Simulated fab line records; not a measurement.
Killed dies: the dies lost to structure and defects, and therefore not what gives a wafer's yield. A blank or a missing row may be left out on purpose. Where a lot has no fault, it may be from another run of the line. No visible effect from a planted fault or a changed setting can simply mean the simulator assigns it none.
fab line records	flow n5_finfet
record lots=24	wafers=72	last_day=20
route steps=1938 shown BEOL_M2@884 BEOL_M3@944
lots that met no fault: from a run of the same line without faults
start_h: the number of hours between the record's first day and the start of the first shown wafer of the lot	wait_h: hours elapsed since this lot's preceding step	" repeats the value in the row above	L1.1+2: a row that stands for several wafers	- no value, or no start given	* or withheld: withheld	< > ~ a bound
route shown NAME@n: NAME is a module with steps in the file, n the number in the route of the first one	usual: average and standard deviation across the fault-free wafers	same: alike in all rows	chamber/n: place in a boat	sites: the reading at each site	_std_site: the standard deviation of these	_edge_site: outer sites' mean less inner sites'	radius_mm: how far each site lies from the wafer's centre	mask NAME#n: copy n	behind: the last tool/chamber to shape the wafer	hold: why the lot was held/for how many hours/how that ended	device: the n, p or np transistor that did not switch	end of line: the same wafers' tests at the end of the route	step lacking rows: just its recipe	killed: dies lost to structure and defects at the first sort, not the wafer's yield	map: dies across one wafer; x = killed, . = not, _ = none there
set.NAME: setting as actually run; set.NAME@STEP: the setting as run at that earlier step	model.NAME: the simulator's own value behind a step, which no gauge read
a sample of lots followed through the steps of the route, with each step as a table and each wafer as a row
services: the hour from which a tool's chamber was out of use, counted from the record's first day as start_h (under 0 if before that day), plus the number of hours and why
## steps
# step N5_BEOL_M2_ETCH_70
# recipe chemistry=N2/H2	target=SOC	target_depth_a=800	overetch_a=240	mask_material=SiARC	temp_c=40	time_s=130	ion_energy_ev=200	pressure_mtorr=30	source_w=840	bias_w=150	n2_flow_sccm=200	h2_flow_sccm=200
# usual chamber_pressure_mTorr=29.999/0.027	drypump_motor_current_A=5.6/0.49	h2_flow_sccm=200.1/0.66	oes_product_au=0.62/0.052	rf_vpp_V=525/3.1	showerhead_plenum_p_Torr=2.59/0.11	throttle_valve_pct=17.73/0.18
lot.wafer	tool	chamber	start_h	wait_h	chamber_pressure_mTorr	drypump_motor_current_A	h2_flow_sccm	oes_product_au	rf_hours_counter_h	rf_vpp_V	showerhead_plenum_p_Torr	throttle_valve_pct
L074.1	rie_diel-03	1	150.75	0.0	30.006	6.5	199.4	0.64	45	528	2.71	17.76
L074.4	"	2	"	"	30.007	5.3	198.9	0.54	191	522	2.43	18.00
L074.6	"	3	"	"	30.031	4.8	198.9	0.54	-	526	2.62	18.15
L075.1	rie_diel-04	2	151.35	0.0	29.983	6.1	200.6	0.59	82	526	2.56	17.52
L075.4	"	0	"	"	30.020	5.4	200.8	0.66	28	522	2.49	17.65
L075.5	"	3	"	"	30.016	6.0	201.6	0.51	-	519	2.40	18.06
L076.2	rie_diel-01	2	155.58	0.0	30.016	5.3	199.7	0.69	11	529	2.71	17.60
L076.3	"	1	"	"	29.989	5.2	200.4	0.66	28	528	2.71	17.70
L076.5	"	0	"	"	30.034	5.8	200.3	0.60	-	525	2.56	17.59
L079.4	rie_diel-01	2	171.26	0.0	29.995	5.4	199.5	0.68	15	528	2.71	17.62
L079.5	"	3	"	"	30.017	6.3	200.3	0.65	-	522	2.49	17.80
L079.6	"	2	"	"	29.983	5.4	200.5	0.69	-	529	2.71	17.62
L077.1	rie_diel-04	1	171.30	0.0	30.006	5.0	201.5	0.67	18	528	2.71	17.56
L077.4	"	0	"	"	29.971	5.3	199.4	0.67	33	522	2.49	17.67
L077.5	"	2	"	"	29.985	6.1	201.0	0.59	-	525	2.56	17.54
L078.1	rie_diel-01	3	179.17	0.0	29.989	6.3	200.5	0.65	28	521	2.49	17.80
L078.4	"	2	"	"	30.002	5.4	199.2	0.67	18	527	2.71	17.61
L078.6	"	2	"	"	29.947	5.4	198.5	0.68	-	528	2.71	17.60
L081.1	rie_diel-03	2	195.37	0.0	29.974	5.3	200.1	0.53	211	519	2.42	18.04
L081.4	"	1	"	"	30.010	6.4	200.0	0.62	-	528	2.70	17.82
L081.5	"	2	"	"	30.039	5.3	200.1	0.53	-	521	2.42	18.04
L080.2	rie_diel-01	3	200.71	0.0	29.976	6.3	200.4	0.64	38	521	2.49	17.82
L080.3	"	1	"	"	30.056	5.1	200.3	0.63	44	528	2.70	17.72
L080.6	"	0	"	"	29.994	5.7	200.1	0.58	-	526	2.55	17.61
L083.1	rie_diel-04	1	200.90	0.0	30.006	5.1	199.5	0.64	32	529	2.71	17.59
L083.4	"	2	"	"	30.008	6.1	200.2	0.58	100	524	2.56	17.57
L083.6	"	2	"	"	30.001	6.1	200.1	0.58	-	525	2.56	17.55
L082.1	rie_diel-01	0	217.67	0.0	30.002	5.8	199.4	0.58	107	525	2.55	17.64
L082.5	"	3	"	"	29.983	6.3	199.0	0.64	-	523	2.49	17.83
L082.6	"	2	"	"	29.980	5.3	201.4	0.65	-	529	2.70	17.63
L084.2	rie_diel-01	3	221.94	0.0	29.993	6.3	200.4	0.63	43	523	2.49	17.84
L084.3	"	0	"	"	29.982	5.8	199.1	0.58	107	524	2.55	17.63
L084.5	"	3	"	"	30.029	6.3	199.7	0.63	-	521	2.49	17.84
L085.3	rie_diel-04	3	225.30	0.0	29.992	6.0	200.2	0.71	8	528	2.71	17.69
L085.4	"	1	"	"	29.979	5.0	199.8	0.63	39	527	2.70	17.59
L085.5	"	2	"	"	30.036	6.1	200.2	0.58	-	524	2.55	17.60
L086.1	rie_diel-04	2	225.78	0.0	30.028	6.1	200.9	0.58	107	524	2.55	17.59
L086.4	"	1	"	"	29.979	5.0	199.9	0.63	39	528	2.70	17.61
L086.5	"	0	"	"	30.016	5.3	200.4	0.64	-	524	2.48	17.69
L087.4	rie_diel-01	2	226.05	0.0	30.010	5.3	200.3	0.65	34	528	2.70	17.65
L087.5	"	1	"	"	29.952	5.1	200.4	0.64	-	529	2.70	17.75
L087.6	"	2	"	"	30.026	5.3	199.9	0.65	-	528	2.70	17.64
L089.3	rie_diel-04	2	235.34	0.0	29.966	6.1	199.6	0.57	112	524	2.55	17.58
L089.4	"	1	"	"	30.033	5.1	199.7	0.63	43	527	2.70	17.61
L089.6	"	3	"	"	30.029	6.0	199.3	0.69	-	530	2.71	17.69
L088.1	rie_diel-03	3	240.85	0.0	30.021	4.8	199.0	0.53	221	525	2.62	18.19
L088.4	"	0	"	"	29.997	5.5	200.1	0.68	21	522	2.48	17.39
L088.6	"	0	"	"	29.995	5.5	201.2	0.69	-	523	2.48	17.38
L090.1	rie_diel-03	3	245.81	0.0	30.046	4.8	200.2	0.52	223	528	2.61	18.21
L090.5	"	2	"	"	30.021	5.3	200.4	0.51	-	518	2.41	18.08
L090.6	"	3	"	"	30.052	4.8	200.0	0.52	-	527	2.61	18.21
L091.2	rie_diel-04	2	245.88	0.0	29.961	6.1	201.1	0.57	115	524	2.55	17.57
L091.3	"	1	"	"	29.995	5.0	199.6	0.62	47	528	2.70	17.62
L091.4	"	0	"	"	29.944	5.3	200.2	0.62	63	520	2.48	17.71
L092.2	rie_diel-04	3	264.51	0.0	30.022	6.0	199.4	0.67	23	529	2.70	17.71
L092.4	"	1	"	"	30.008	5.0	199.5	0.62	54	527	2.70	17.63
L092.5	"	3	"	"	30.018	6.1	200.3	0.67	-	530	2.70	17.71
L093.2	rie_diel-01	3	268.66	0.0	29.957	6.3	200.4	0.62	60	521	2.48	17.85
L093.3	"	1	"	"	30.003	5.1	200.2	0.62	66	527	2.69	17.77
L093.4	"	2	"	"	29.989	5.3	200.0	0.63	50	529	2.69	17.67
L094.2	rie_diel-01	0	273.98	0.0	30.011	5.7	200.0	0.57	123	525	2.55	17.66
L094.4	"	1	"	"	29.991	5.1	201.1	0.62	66	528	2.69	17.76
L094.5	"	1	"	"	29.959	5.1	200.3	0.61	-	528	2.69	17.76
L095.1	rie_diel-04	3	291.45	0.0	29.999	6.1	199.2	0.66	32	526	2.70	17.74
L095.3	"	0	"	"	29.995	5.3	200.0	0.61	79	522	2.47	17.73
L095.6	"	0	"	"	30.025	5.3	199.4	0.61	-	523	2.47	17.72
L096.2	rie_diel-03	2	300.68	0.0	29.949	5.3	201.7	0.51	246	519	2.41	18.09
L096.4	"	1	"	"	30.014	6.5	200.8	0.59	102	527	2.68	17.88
L096.6	"	1	"	"	30.019	6.5	200.9	0.60	-	528	2.68	17.89
L097.1	rie_diel-01	1	309.67	0.0	30.026	5.1	200.4	0.61	79	527	2.68	17.78
L097.2	"	0	"	"	30.017	5.7	200.4	0.56	134	524	2.54	17.69
L097.5	"	2	"	"	29.976	5.3	200.7	0.62	-	527	2.69	17.67
# step N5_BEOL_M2_ANNEAL_87
# recipe temp_c=400	time_s=240	ambient=vacuum
# usual heater_power_w=826/49
lot.wafer	tool	chamber	start_h	wait_h	heater_power_w
L074.1	pvd_sputter-02	-	152.81	0.0	885
L074.4	"	-	"	"	869
L074.6	"	-	"	"	883
L075.1	pvd_sputter-03	-	154.91	0.0	756
L075.4	"	-	"	"	813
L075.5	"	-	"	"	814
L076.2	pvd_sputter-01	-	158.00	0.0	822
L076.3	"	-	"	"	865
L076.5	"	-	"	"	795
L079.4	pvd_sputter-01	-	173.66	0.0	836
L079.5	"	-	"	"	741
L079.6	"	-	"	"	860
L077.1	pvd_sputter-03	-	175.44	0.0	902
L077.4	"	-	"	"	754
L077.5	"	-	"	"	843
L078.1	pvd_sputter-02	-	181.60	0.0	904
L078.4	"	-	"	"	874
L078.6	"	-	"	"	812
L081.1	pvd_sputter-02	-	198.12	0.0	887
L081.4	"	-	"	"	795
L081.5	"	-	"	"	788
L080.2	pvd_sputter-02	-	202.94	0.0	878
L080.3	"	-	"	"	866
L080.6	"	-	"	"	872
L083.1	pvd_sputter-03	-	203.32	0.0	863
L083.4	"	-	"	"	804
L083.6	"	-	"	"	804
L082.1	pvd_sputter-01	-	221.88	2.0	843
L082.5	"	-	"	"	807
L082.6	"	-	"	"	856
L084.2	pvd_sputter-03	-	224.55	0.0	853
L084.3	"	-	"	"	743
L084.5	"	-	"	"	869
L085.3	pvd_sputter-02	-	227.65	0.0	800
L085.4	"	-	"	"	886
L085.5	"	-	"	"	882
L086.1	pvd_sputter-03	-	229.40	0.0	756
L086.4	"	-	"	"	794
L086.5	"	-	"	"	790
L087.4	pvd_sputter-01	-	229.55	0.0	858
L087.5	"	-	"	"	732
L087.6	"	-	"	"	841
L089.3	pvd_sputter-02	-	237.59	0.0	889
L089.4	"	-	"	"	876
L089.6	"	-	"	"	862
L088.1	pvd_sputter-03	-	244.95	0.0	821
L088.4	"	-	"	"	869
L088.6	"	-	"	"	802
L090.1	pvd_sputter-01	-	248.03	0.0	849
L090.5	"	-	"	"	851
L090.6	"	-	"	"	846
L091.2	pvd_sputter-03	-	248.55	0.0	875
L091.3	"	-	"	"	831
L091.4	"	-	"	"	779
L092.2	pvd_sputter-01	-	266.61	0.0	730
L092.4	"	-	"	"	816
L092.5	"	-	"	"	796
L093.2	pvd_sputter-02	-	271.34	0.0	875
L093.3	"	-	"	"	785
L093.4	"	-	"	"	880
L094.2	pvd_sputter-02	-	277.37	0.0	792
L094.4	"	-	"	"	853
L094.5	"	-	"	"	888
L095.1	pvd_sputter-03	-	294.27	0.0	740
L095.3	"	-	"	"	775
L095.6	"	-	"	"	760
L096.2	pvd_sputter-03	-	302.87	0.0	806
L096.4	"	-	"	"	889
L096.6	"	-	"	"	748
L097.1	pvd_sputter-03	-	312.46	0.0	812
L097.2	"	-	"	"	831
L097.5	"	-	"	"	866
# step N5_BEOL_M2_RS_MEAS_58
# recipe thk_meas_gauge=four-point-probe	reads=Co_of_BEOL_M2_CO_CAP_55+Cu_of_BEOL_M2_ECD_50+Co_of_BEOL_M2_CVD_47+TaN_of_BEOL_M2_ALD_84
# usual M2_RS=0.657/0.025
lot.wafer	tool	chamber	start_h	wait_h	M2_RS[ohm/sq]
L074.1	film_metro-02	-	154.94	0.0	0.651
L074.4	"	-	"	"	0.654
L074.6	"	-	"	"	0.663
L075.1	film_metro-01	-	157.37	0.0	0.683
L075.4	"	-	"	"	0.677
L075.5	"	-	"	"	0.722
L076.2	film_metro-01	-	160.09	0.1	0.619
L076.3	"	-	"	"	0.632
L076.5	"	-	"	"	0.633
L079.4	film_metro-01	-	175.79	0.0	0.649
L079.5	"	-	"	"	0.666
L079.6	"	-	"	"	0.650
L077.1	film_metro-01	-	177.51	0.0	0.652
L077.4	"	-	"	"	0.652
L077.5	"	-	"	"	0.650
L078.1	film_metro-02	-	183.67	0.0	0.630
L078.4	"	-	"	"	0.650
L078.6	"	-	"	"	0.650
L081.1	film_metro-01	-	200.18	0.0	0.688
L081.4	"	-	"	"	0.633
L081.5	"	-	"	"	0.649
L080.2	film_metro-02	-	205.01	0.1	0.637
L080.3	"	-	"	"	0.645
L080.6	"	-	"	"	0.627
L083.1	film_metro-01	-	205.38	0.0	0.705
L083.4	"	-	"	"	0.648
L083.6	"	-	"	"	0.673
L082.1	film_metro-01	-	224.00	0.1	0.645
L082.5	"	-	"	"	0.646
L082.6	"	-	"	"	0.635
L084.2	film_metro-02	-	227.04	0.1	0.667
L084.3	"	-	"	"	0.718
L084.5	"	-	"	"	0.651
L085.3	film_metro-02	-	230.35	0.1	0.627
L085.4	"	-	"	"	0.671
L085.5	"	-	"	"	0.659
L086.1	film_metro-02	-	231.51	0.0	0.666
L086.4	"	-	"	"	0.659
L086.5	"	-	"	"	0.692
L087.4	film_metro-02	-	231.65	0.1	0.667
L087.5	"	-	"	"	0.667
L087.6	"	-	"	"	0.662
L089.3	film_metro-02	-	239.78	0.1	0.641
L089.4	"	-	"	"	0.683
L089.6	"	-	"	"	0.627
L088.1	film_metro-02	-	247.02	0.0	0.686
L088.4	"	-	"	"	0.686
L088.6	"	-	"	"	0.699
L090.1	film_metro-02	-	253.33	0.1	0.689
L090.5	"	-	"	"	0.665
L090.6	"	-	"	"	0.663
L091.2	film_metro-02	-	253.52	0.1	0.633
L091.3	"	-	"	"	0.640
L091.4	"	-	"	"	0.636
L092.2	film_metro-02	-	271.40	0.1	0.624
L092.4	"	-	"	"	0.669
L092.5	"	-	"	"	0.621
L093.2	film_metro-02	-	275.52	0.1	0.626
L093.3	"	-	"	"	0.641
L093.4	"	-	"	"	0.641
L094.2	film_metro-02	-	279.49	0.1	0.648
L094.4	"	-	"	"	0.635
L094.5	"	-	"	"	0.621
L095.1	film_metro-01	-	297.05	0.1	0.602
L095.3	"	-	"	"	0.627
L095.6	"	-	"	"	0.635
L096.2	film_metro-02	-	304.99	0.1	0.673
L096.4	"	-	"	"	0.644
L096.6	"	-	"	"	0.627
L097.1	film_metro-02	-	314.62	0.0	0.644
L097.2	"	-	"	"	0.701
L097.5	"	-	"	"	0.708
# step N5_BEOL_M3_CD_MEAS_11
# recipe target_cd_nm=17.05	landing_energy_ev=500	detector=se_inlens	polarity=opening
# usual cd_nm=17.11/0.26
lot.wafer	tool	chamber	start_h	wait_h	cd_nm
L074.1	cd_sem-01	0	155.68	-	17.29
L074.4	"	0	"	"	16.74
L074.6	"	0	"	"	16.93
L075.1	cd_sem-02	0	159.79	-	17.08
L075.4	"	0	"	"	17.09
L075.5	"	0	"	"	17.01
L076.2	cd_sem-03	0	161.42	-	16.64
L076.3	"	0	"	"	17.02
L076.5	"	0	"	"	16.97
L079.4	cd_sem-03	0	176.97	-	17.57
L079.5	"	0	"	"	17.38
L079.6	"	0	"	"	16.94
L077.1	cd_sem-02	0	180.15	-	16.50
L077.4	"	0	"	"	17.22
L077.5	"	0	"	"	17.23
L078.1	cd_sem-02	0	185.13	-	16.79
L078.4	"	0	"	"	16.92
L078.6	"	0	"	"	17.10
L081.1	cd_sem-03	0	201.85	-	16.84
L081.4	"	0	"	"	16.84
L081.5	"	0	"	"	16.83
L080.2	cd_sem-02	0	206.25	-	17.00
L080.3	"	0	"	"	17.21
L080.6	"	0	"	"	17.40
L083.1	cd_sem-03	0	206.51	-	17.48
L083.4	"	0	"	"	16.90
L083.6	"	0	"	"	16.85
L082.1	cd_sem-03	0	226.42	-	16.66
L082.5	"	0	"	"	17.20
L082.6	"	0	"	"	17.13
L084.2	cd_sem-01	0	229.27	-	17.05
L084.3	"	0	"	"	16.74
L084.5	"	0	"	"	17.57
L085.3	cd_sem-02	0	232.92	-	17.11
L085.4	"	0	"	"	17.23
L085.5	"	0	"	"	17.29
L086.1	cd_sem-03	0	233.40	-	17.11
L086.4	"	0	"	"	16.76
L086.5	"	0	"	"	17.14
L087.4	cd_sem-03	0	233.57	-	17.31
L087.5	"	0	"	"	17.59
L087.6	"	0	"	"	17.22
L089.3	cd_sem-01	0	241.94	-	17.31
L089.4	"	0	"	"	16.81
L089.6	"	0	"	"	16.98
L088.1	cd_sem-03	0	247.87	-	17.07
L088.4	"	0	"	"	17.71
L088.6	"	0	"	"	17.13
L090.1	cd_sem-03	0	255.05	-	17.53
L090.5	"	0	"	"	16.93
L090.6	"	0	"	"	17.55
L091.2	cd_sem-02	0	255.09	-	17.28
L091.3	"	0	"	"	16.84
L091.4	"	0	"	"	17.17
L092.2	cd_sem-03	0	274.77	-	17.13
L092.4	"	0	"	"	17.25
L092.5	"	0	"	"	17.26
L093.2	cd_sem-03	0	276.26	-	17.11
L093.3	"	0	"	"	17.41
L093.4	"	0	"	"	16.89
L094.2	cd_sem-01	0	283.08	-	17.41
L094.4	"	0	"	"	16.54
L094.5	"	0	"	"	17.28
L095.1	cd_sem-02	0	299.21	-	17.22
L095.3	"	0	"	"	17.09
L095.6	"	0	"	"	17.55
L096.2	cd_sem-03	0	306.65	-	17.21
L096.4	"	0	"	"	17.18
L096.6	"	0	"	"	17.20
L097.1	cd_sem-03	0	315.95	-	17.29
L097.2	"	0	"	"	16.81
L097.5	"	0	"	"	17.14
# step N5_BEOL_M3_ETCH_63
# recipe chemistry=CF4	target=SiARC	target_depth_a=156	mask_material=CAR-EUV	time_s=26	ion_energy_ev=80	pressure_mtorr=40	source_w=545	bias_w=36	Ar_flow_sccm=100	cf4_flow_sccm=100	ends=cleared
# usual chamber_pressure_mTorr=40.00/0.037	drypump_motor_current_A=5.8/0.56	etch_rf_on_time_s=26.0/0.39	oes_product_au=0.68/0.055	rf_vpp_V=184.0/1.2	showerhead_plenum_p_Torr=2.14/0.066	throttle_valve_pct=15.48/0.17
lot.wafer	tool	chamber	start_h	wait_h	chamber_pressure_mTorr	drypump_motor_current_A	etch_rf_on_time_s	oes_product_au	rf_hours_counter_h	rf_vpp_V	showerhead_plenum_p_Torr	throttle_valve_pct
L074.1	rie_diel-05	3	155.85	0.0	40.00	5.8	26.4	0.65	136	186.0	2.23	15.30
L074.4	"	0	"	"	39.99	5.0	26.5	0.65	151	186.0	2.23	15.46
L074.6	"	2	"	"	39.99	5.3	26.3	0.79	-	183.7	2.10	15.35
L075.1	rie_diel-02	3	159.96	0.0	40.00	4.7	25.4	0.72	58	184.6	2.08	15.29
L075.4	"	1	"	"	40.03	6.4	25.6	0.77	21	185.3	2.28	15.40
L075.5	"	0	"	"	40.06	5.7	26.2	0.69	-	183.8	2.16	15.22
L076.2	rie_diel-02	2	161.59	0.0	39.99	6.1	25.4	0.72	54	184.8	2.17	15.56
L076.3	"	0	"	"	39.99	5.8	26.2	0.69	89	184.6	2.16	15.23
L076.5	"	2	"	"	39.98	6.1	25.6	0.72	-	184.5	2.17	15.59
L079.4	rie_diel-02	2	177.15	0.0	39.93	6.1	25.7	0.71	-	185.3	2.17	15.59
L079.5	"	1	"	"	40.02	6.4	25.9	0.76	-	185.8	2.28	15.43
L079.6	"	0	"	"	40.03	5.8	26.4	0.69	-	185.0	2.16	15.23
L077.1	rie_diel-06	3	180.60	0.0	39.98	5.8	25.9	0.69	103	182.8	2.07	15.68
L077.4	"	2	"	"	40.05	6.6	25.6	0.61	234	183.5	2.11	15.86
L077.5	"	2	"	"	39.98	6.6	25.7	0.61	-	183.7	2.11	15.85
L078.1	rie_diel-02	2	185.31	0.0	39.96	6.1	25.4	0.70	64	185.6	2.17	15.62
L078.4	"	0	"	"	39.98	5.8	25.8	0.70	-	185.0	2.16	15.22
L078.6	"	2	"	"	40.01	6.1	25.1	0.72	-	186.4	2.17	15.58
L081.1	rie_diel-06	1	202.03	0.0	40.01	5.2	26.3	0.68	95	183.2	2.07	15.51
L081.4	"	0	"	"	39.94	6.2	26.3	0.59	230	184.3	2.12	15.52
L081.5	"	2	"	"	40.00	6.6	26.4	0.59	-	182.4	2.11	15.85
L080.2	rie_diel-02	1	206.49	0.0	39.92	6.4	26.0	0.74	40	184.4	2.27	15.44
L080.3	"	0	"	"	40.01	5.8	26.5	0.68	101	183.7	2.16	15.25
L080.6	"	0	"	"	40.01	5.8	26.3	0.69	-	184.5	2.16	15.23
L083.1	rie_diel-02	3	206.76	0.0	39.98	4.7	25.4	0.71	70	182.1	2.08	15.32
L083.4	"	0	"	"	40.01	5.8	25.8	0.69	101	182.7	2.16	15.24
L083.6	"	0	"	"	40.06	5.8	26.0	0.69	-	184.6	2.16	15.26
L082.1	rie_diel-06	1	226.60	0.0	39.96	5.2	26.1	0.68	102	185.9	2.07	15.50
L082.5	"	0	"	"	39.98	6.2	25.9	0.59	-	183.9	2.11	15.53
L082.6	"	3	"	"	39.97	5.8	26.2	0.68	-	184.0	2.07	15.73
L084.2	rie_diel-05	1	229.44	0.0	39.96	6.0	25.7	0.64	170	184.9	2.13	15.42
L084.3	"	3	"	"	40.03	5.8	26.5	0.63	160	185.2	2.22	15.36
L084.5	"	3	"	"	40.03	5.8	26.6	0.63	-	186.2	2.22	15.35
L085.3	rie_diel-06	2	233.09	0.0	40.03	6.6	25.9	0.59	249	183.9	2.11	15.89
L085.4	"	1	"	"	40.02	5.2	26.0	0.68	104	183.1	2.07	15.54
L085.5	"	0	"	"	40.02	6.2	25.7	0.60	-	183.3	2.11	15.53
L086.1	rie_diel-02	0	233.58	0.0	40.00	5.8	26.3	0.68	108	186.4	2.16	15.25
L086.4	"	2	"	"	40.06	6.1	25.5	0.69	81	183.9	2.17	15.63
L086.5	"	2	"	"	40.03	6.1	25.5	0.69	-	184.3	2.17	15.63
L087.4	rie_diel-02	0	233.81	0.0	39.97	5.8	26.2	0.68	108	183.0	2.16	15.26
L087.5	"	3	"	"	39.94	4.7	25.7	0.69	-	182.1	2.08	15.34
L087.6	"	0	"	"	40.01	5.7	26.3	0.67	-	184.0	2.16	15.26
L089.3	rie_diel-02	3	242.11	0.0	39.98	4.7	25.2	0.70	80	183.3	2.08	15.33
L089.4	"	0	"	"	40.01	5.8	26.1	0.68	111	184.1	2.16	15.27
L089.6	"	3	"	"	40.01	4.7	25.3	0.69	-	182.6	2.08	15.33
L088.1	rie_diel-06	1	248.04	0.0	39.98	5.2	26.4	0.67	111	183.3	2.07	15.54
L088.4	"	0	"	"	40.01	6.2	26.2	0.58	-	184.2	2.11	15.54
L088.6	"	1	"	"	39.91	5.2	26.1	0.67	-	180.6	2.07	15.54
L090.1	rie_diel-06	0	255.66	0.0	40.02	6.2	26.1	0.59	249	183.6	2.11	15.55
L090.5	"	0	"	"	40.09	6.2	25.8	0.58	-	183.4	2.11	15.55
L090.6	"	3	"	"	39.96	5.8	26.1	0.66	-	180.7	2.06	15.73
L091.2	rie_diel-05	2	256.00	0.0	39.99	5.3	26.2	0.75	51	184.4	2.09	15.41
L091.3	"	1	"	"	39.95	5.9	26.3	0.63	177	182.9	2.13	15.42
L091.4	"	0	"	"	40.02	5.1	26.2	0.64	181	185.2	2.22	15.53
L092.2	rie_diel-05	1	275.19	0.0	40.04	6.0	25.9	0.63	179	183.6	2.13	15.43
L092.4	"	3	"	"	40.00	5.8	26.8	0.61	172	184.7	2.22	15.38
L092.5	"	0	"	"	40.01	5.0	26.5	0.63	-	185.1	2.22	15.55
L093.2	rie_diel-06	2	276.44	0.0	40.05	6.6	26.0	0.84	2	182.3	2.11	15.40
L093.3	"	3	"	"	39.98	5.8	26.3	0.66	134	183.2	2.06	15.74
L093.4	"	2	"	"	40.02	6.6	26.0	0.84	-	184.6	2.11	15.39
L094.2	rie_diel-02	3	283.25	0.0	40.01	4.7	25.8	0.68	92	182.9	2.07	15.38
L094.4	"	0	"	"	39.95	5.8	26.2	0.67	122	185.1	2.15	15.30
L094.5	"	0	"	"	39.98	5.7	26.7	0.66	-	184.7	2.15	15.28
L095.1	rie_diel-02	2	299.38	0.0	40.07	6.1	25.6	0.67	101	184.2	2.16	15.67
L095.3	"	3	"	"	39.98	4.8	25.7	0.67	96	184.3	2.07	15.37
L095.6	"	1	"	"	40.01	6.4	25.9	0.71	-	185.8	2.26	15.50
L096.2	rie_diel-06	1	306.86	0.0	40.05	5.2	26.2	0.65	131	184.0	2.06	15.59
L096.4	"	2	"	"	40.01	6.6	26.1	0.81	11	184.7	2.10	15.42
L096.6	"	1	"	"	40.08	5.3	26.4	0.66	-	182.5	2.06	15.59
L097.1	rie_diel-06	2	316.13	0.0	40.01	6.6	25.9	0.79	14	181.2	2.10	15.43
L097.2	"	1	"	"	39.99	5.2	26.3	0.65	134	182.8	2.06	15.59
L097.5	"	2	"	"	40.04	6.6	26.0	0.81	-	183.0	2.10	15.41
# step N5_BEOL_M3_CD_MEAS_28
# recipe target_cd_nm=25.7	landing_energy_ev=500	detector=se_inlens	target_cd_y_nm=23.3	polarity=opening
# usual cd_nm=25.69/0.23
lot.wafer	tool	chamber	start_h	wait_h	cd_nm
L074.1	cd_sem-01	0	156.69	-	25.35
L074.4	"	0	"	"	25.82
L074.6	"	0	"	"	25.40
L075.1	cd_sem-02	0	160.81	-	25.83
L075.4	"	0	"	"	26.01
L075.5	"	0	"	"	25.60
L076.2	cd_sem-01	0	162.32	-	25.47
L076.3	"	0	"	"	25.65
L076.5	"	0	"	"	25.94
L079.4	cd_sem-02	0	177.85	-	25.43
L079.5	"	0	"	"	25.70
L079.6	"	0	"	"	25.74
L077.1	cd_sem-01	0	181.50	-	25.94
L077.4	"	0	"	"	25.22
L077.5	"	0	"	"	25.29
L078.1	cd_sem-01	0	186.01	-	26.32
L078.4	"	0	"	"	26.18
L078.6	"	0	"	"	25.83
L081.1	cd_sem-01	0	202.85	-	25.18
L081.4	"	0	"	"	25.24
L081.5	"	0	"	"	25.38
L080.2	cd_sem-01	0	207.19	-	25.73
L080.3	"	0	"	"	25.54
L080.6	"	0	"	"	26.13
L083.1	cd_sem-01	0	207.46	-	25.67
L083.4	"	0	"	"	25.42
L083.6	"	0	"	"	25.75
L082.1	cd_sem-02	0	227.39	-	25.78
L082.5	"	0	"	"	25.64
L082.6	"	0	"	"	25.90
L084.2	cd_sem-01	0	230.13	-	25.79
L084.3	"	0	"	"	25.46
L084.5	"	0	"	"	25.40
L085.3	cd_sem-02	0	234.01	-	25.60
L085.4	"	0	"	"	25.57
L085.5	"	0	"	"	25.65
L086.1	cd_sem-01	0	234.49	-	25.44
L086.4	"	0	"	"	25.65
L086.5	"	0	"	"	25.60
L087.4	cd_sem-02	0	234.72	-	25.57
L087.5	"	0	"	"	25.69
L087.6	"	0	"	"	25.81
L089.3	cd_sem-02	0	242.81	-	25.95
L089.4	"	0	"	"	25.63
L089.6	"	0	"	"	25.96
L088.1	cd_sem-01	0	248.86	-	25.37
L088.4	"	0	"	"	25.70
L088.6	"	0	"	"	25.54
L090.1	cd_sem-03	0	256.37	-	25.57
L090.5	"	0	"	"	25.61
L090.6	"	0	"	"	25.64
L091.2	cd_sem-01	0	256.70	-	25.96
L091.3	"	0	"	"	25.85
L091.4	"	0	"	"	25.53
L092.2	cd_sem-03	0	276.09	-	25.62
L092.4	"	0	"	"	25.83
L092.5	"	0	"	"	25.68
L093.2	cd_sem-03	0	277.13	-	25.94
L093.3	"	0	"	"	25.61
L093.4	"	0	"	"	25.81
L094.2	cd_sem-01	0	283.95	-	25.77
L094.4	"	0	"	"	25.89
L094.5	"	0	"	"	25.55
L095.1	cd_sem-03	0	300.08	-	25.24
L095.3	"	0	"	"	25.40
L095.6	"	0	"	"	25.54
L096.2	cd_sem-01	0	307.55	-	25.49
L096.4	"	0	"	"	25.83
L096.6	"	0	"	"	25.82
L097.1	cd_sem-01	0	316.85	-	25.99
L097.2	"	0	"	"	25.69
L097.5	"	0	"	"	25.64
## services
tool	chamber	start_h	hours	kind
rie_diel-06	2	128.81	12.8	repair
rie_diel-01	-	129.43	10.9	repair
pvd_sputter-01	-	137.31	1.3	repair
rie_diel-04	3	138.33	9.4	repair
rie_diel-06	-	143.51	0.7	repair
rie_diel-01	2	143.52	8.2	repair
pvd_sputter-03	-	164.50	2.8	repair
rie_diel-02	3	173.20	15.3	repair
rie_diel-04	3	182.81	-	clean
rie_diel-04	3	182.81	-	consumable_replace:focus_ring
rie_diel-04	3	182.81	-	consumable_replace:showerhead
rie_diel-04	3	182.81	17.6	scheduled_down
rie_diel-04	3	182.81	17.6	vent_cycle
rie_diel-02	0	191.16	13.6	repair
rie_diel-06	2	235.12	-	clean
rie_diel-06	2	235.12	-	consumable_replace:focus_ring
rie_diel-01	0	264.71	3.7	repair
rie_diel-05	1	268.62	5.2	repair
rie_diel-04	1	294.03	23.1	repair
pvd_sputter-02	-	295.39	5.2	repair
rie_diel-05	0	295.90	7.5	repair
rie_diel-02	-	306.21	0.9	repair
rie_diel-05	-	311.94	4.3	pm
rie_diel-06	0	313.92	13.7	repair
## key
fault none
